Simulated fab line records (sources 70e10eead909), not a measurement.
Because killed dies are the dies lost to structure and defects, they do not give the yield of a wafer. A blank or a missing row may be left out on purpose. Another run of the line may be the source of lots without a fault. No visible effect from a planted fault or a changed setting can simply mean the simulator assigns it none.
Matching of chambers	flow nand harc	NHARC_P_GATE_DESCUM_13 on rie diel-06: 4 sister chambers
The step chemistry O2, time 3 s. 4 wafers are shown with their chamber, then 12 later ones without.

## EACH WAFER AND ITS CHAMBER
wafer	chamber	showerhead plenum p Torr (Torr)
L084.6	0	1.84
L083.2	2	2.03
L083.3	1	1.92
L083.4	3	1.78

## WAFERS WHOSE CHAMBER IS MISSING
wafer	showerhead plenum p Torr (Torr)
L087.2	1.92
L087.3	2.02
L087.4	1.78
L088.1	2.02
L088.3	1.92
L088.4	1.84
L092.2	1.83
L092.4	1.92
L092.5	2.02
L091.1	2.02
L091.3	1.83
L091.5	2.02

## THE CHAMBER EACH PASSED THROUGH
wafer	from the rows above	in truth
L087.2	1	1
L087.3	2	2
L087.4	3	3
L088.1	2	2
L088.3	1	1
L088.4	0	0
L092.2	0	0
L092.4	1	1
L092.5	2	2
L091.1	2	2
L091.3	0	0
L091.5	2	2
Placed correctly: 12 of 12. Number that these rows cannot place: 0. Number placed wrongly: 0.
How it was worked out, from the rows above alone: a wafer's distance from a chamber is the root of the sum, over the readings, of the square of ((its reading less the chamber's mean) divided by the reading's scatter). The wafer belongs to the nearest chamber; if the next one is less than 2 further off, it can't be placed. Each chamber's mean is taken over the wafers shown for it. The scatter: with one shown wafer a chamber, the root of the mean of the squares of how far each hidden wafer lies from its nearest shown one.
